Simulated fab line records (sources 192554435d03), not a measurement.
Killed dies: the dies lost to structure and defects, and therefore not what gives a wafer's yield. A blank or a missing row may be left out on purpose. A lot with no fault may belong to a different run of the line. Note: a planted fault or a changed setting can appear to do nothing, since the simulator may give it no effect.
Which tool did it?    flow n5-finfet    10 lots with 30 wafers sampled at 5 steps, on a route of 1938 steps

== WHAT THE GAUGES READ, wafer by wafer ==
N5_PASSIVATION_CD_MEAS_10: the cd target is 3000 nm. Usual: cd-nm 2999.8 nm, standard deviation 1.9.
lot   measured      on         cd-nm (nm)            flag
L847  day 11 22:15  cd-sem-01  3000.3 2998.8 3000.1  
L848  day 12 12:56  cd-sem-01  2998.8 3002.1 3002.1  
L849  day 12 12:58  cd-sem-03  3000.3 2999.5 2998.5  
L857  day 13 15:53  cd-sem-01  2995.1 2994.6 2992.7  
L854  day 13 18:26  cd-sem-03  2999.9 2999.1 2996.5  
L861  day 15 11:49  cd-sem-02  3001.8 2999.2 2999.7  
L862  day 15 18:39  cd-sem-03  2997.1 3001.0 3000.7  
L868  day 16 12:30  cd-sem-02  3001.3 3001.9 3000.8  
L866  day 16 15:40  cd-sem-01  2997.7 2999.9 2998.6  
L870  day 17 20:47  cd-sem-02  2998.8 2999.3 3000.1  

== WHAT TOOL EACH LOT RAN ON (gives the tool, then ch and the chambers of the sampled wafers, and finally the start) ==
lot   N5_MIM_TOP_ALD_02                            N5_MIM_TOP_ETCH_ETCH_00            N5_MIM_TOP_ETCH_STRIP_01            N5_PASSIVATION_DEVELOP_09
L847  ald-hk-01 ch 1,2,3, day 11 20:07 or earlier  rie-metal-03 ch 0,1, day 11 20:07  rie-diel-04 ch 0,1,3, day 11 20:16  litho-track-01 ch 0, day 11 22:08
L848  ald-hk-03 ch 0,1,2, day 12 09:03 or earlier  rie-metal-01 ch 0,1, day 12 09:03  rie-diel-04 ch 1,3, day 12 09:11    litho-track-01 ch 0, day 12 12:49
L849  ald-hk-03 ch 0,1,2, day 12 11:01 or earlier  rie-metal-01 ch 0,1, day 12 11:01  rie-diel-05 ch 0,1,2, day 12 11:09  litho-track-05 ch 0, day 12 12:51
L857  ald-hk-01 ch 1,2,3, day 13 13:41 or earlier  rie-metal-02 ch 0,1, day 13 13:41  rie-diel-05 ch 1,3, day 13 13:50    litho-track-01 ch 0, day 13 15:46
L854  ald-hk-01 ch 1,2,3, day 13 14:17 or earlier  rie-metal-03 ch 0,1, day 13 14:17  rie-diel-03 ch 1,2,3, day 13 14:29  litho-track-04 ch 0, day 13 18:19
L861  ald-hk-03 ch 0,1,3, day 15 08:29 or earlier  rie-metal-03 ch 1, day 15 08:29    rie-diel-05 ch 0,3, day 15 08:52    litho-track-04 ch 0, day 15 11:41
L862  ald-hk-02 ch 0,1,3, day 15 13:57 or earlier  rie-metal-01 ch 0,1, day 15 13:57  rie-diel-03 ch 0,2,3, day 15 14:05  litho-track-04 ch 0, day 15 18:32
L868  ald-hk-02 ch 1,2,3, day 16 09:19 or earlier  rie-metal-01 ch 0,1, day 16 09:19  rie-diel-04 ch 1,2,3, day 16 09:28  litho-track-05 ch 0, day 16 12:23
L866  ald-hk-01 ch 1,3, day 16 13:35 or earlier    rie-metal-02 ch 0,1, day 16 13:35  rie-diel-05 ch 0,1,2, day 16 13:46  litho-track-05 ch 0, day 16 15:34
L870  ald-hk-01 ch 2,3, day 17 15:58 or earlier    rie-metal-03 ch 0, day 17 15:58    rie-diel-05 ch 1,2,3, day 17 16:14  litho-track-05 ch 0, day 17 20:40
- N5_MIM_TOP_ALD_02: deposits Al2O3, purge time 3 s, co reactant pulse time 3 s.
- N5_MIM_TOP_ETCH_ETCH_00: etches TiN in Cl2/BCl3, target depth 38.5 nm.
- N5_MIM_TOP_ETCH_STRIP_01: strips in O2.
- N5_PASSIVATION_DEVELOP_09: develop time 60 s.

== AS READ BY THE TOOLS THEMSELVES (means over the sampled wafers that have a number; for cases with no such wafer, the mark the record gives instead) ==
N5_MIM_TOP_ALD_02. Usual: precursor-pulse-height-rel 0.998, standard deviation 0.019.
lot   tool       precursor-pulse-height-rel  flag
L847  ald-hk-01  1.004                       
L848  ald-hk-03  0.996                       
L849  ald-hk-03  0.990                       
L857  ald-hk-01  1.001                       
L854  ald-hk-01  0.998                       
L861  ald-hk-03  1.005                       
L862  ald-hk-02  0.999                       
L868  ald-hk-02  0.990                       
L866  ald-hk-01  0.986                       
L870  ald-hk-01  1.035                       

N5_MIM_TOP_ETCH_ETCH_00. Usual: drypump-motor-current-A 5.8 A, standard deviation 0.43; mfc-cl2-sccm 53.28 sccm, standard deviation 0.15; oes-product-au 0.72 a.u., standard deviation 0.065; throttle-valve-pct 22.57 %, standard deviation 0.17.
lot   tool          drypump-motor-current-A (A)  mfc-cl2-sccm (sccm)  oes-product-au (a.u.)  throttle-valve-pct (%)  flag
L847  rie-metal-03  5.5                          53.34                0.71                   22.73                   
L848  rie-metal-01  6.2                          53.35                0.70                   22.44                   
L849  rie-metal-01  6.4                          53.42                0.73                   22.36                   
L857  rie-metal-02  5.5                          53.27                0.82                   22.48                   
L854  rie-metal-03  5.7                          53.23                0.70                   22.71                   
L861  rie-metal-03  5.8                          53.04                0.68                   22.70                   
L862  rie-metal-01  6.2                          53.34                0.69                   22.45                   
L868  rie-metal-01  6.2                          53.43                0.68                   22.46                   
L866  rie-metal-02  5.5                          53.38                0.80                   22.50                   
L870  rie-metal-03  5.3                          53.45                0.68                   22.77                   

N5_MIM_TOP_ETCH_STRIP_01. Usual: drypump-motor-current-A 5.7 A, standard deviation 0.46; oes-product-au 0.78 a.u., standard deviation 0.074; rf-vpp-V 3.7 V, standard deviation 1.4; showerhead-plenum-p-Torr 2.09 Torr, standard deviation 0.078; throttle-valve-pct 16.68 %, standard deviation 0.21.
lot   tool         drypump-motor-current-A (A)  oes-product-au (a.u.)  rf-vpp-V (V)  showerhead-plenum-p-Torr (Torr)  throttle-valve-pct (%)  flag
L847  rie-diel-04  5.9                          0.75                   3.7           2.04                             16.77                   
L848  rie-diel-04  5.6                          0.78                   5.0           2.02                             16.85                   
L849  rie-diel-05  5.7                          0.83                   4.0           2.15                             16.69                   
L857  rie-diel-05  5.3                          0.90                   4.6           2.11                             16.33                   
L854  rie-diel-03  6.1                          0.79                   3.9           2.11                             16.67                   
L861  rie-diel-05  6.0                          0.82                   3.5           2.04                             16.74                   
L862  rie-diel-03  5.9                          0.79                   3.7           2.13                             16.74                   
L868  rie-diel-04  5.4                          0.74                   3.4           2.06                             16.73                   
L866  rie-diel-05  5.7                          0.79                   3.9           2.13                             16.75                   
L870  rie-diel-05  5.4                          0.81                   2.7           2.14                             16.54                   

== THE ANSWER, worked out from the rows above alone ==
Rule: a lot is off if the mean of its wafers that have a number lies more than 3 standard deviations from the usual mean. A lot without any number at a reading at which 4 lots or more have one is off too. Where the step has rows for the other lots, those lots are counted as sound. Order of review: gauges by route order, followed by the tools' own readings, for which a lot's mean as printed above is used. The first step at which some lot is off is used, and at that step the reading that is off furthest; a lot without a number counts as furthest.
Across all readings shown, no lot is off: no conclusion can be drawn from this.

== WHAT WAS PUT IN BY THE SIMULATOR ==
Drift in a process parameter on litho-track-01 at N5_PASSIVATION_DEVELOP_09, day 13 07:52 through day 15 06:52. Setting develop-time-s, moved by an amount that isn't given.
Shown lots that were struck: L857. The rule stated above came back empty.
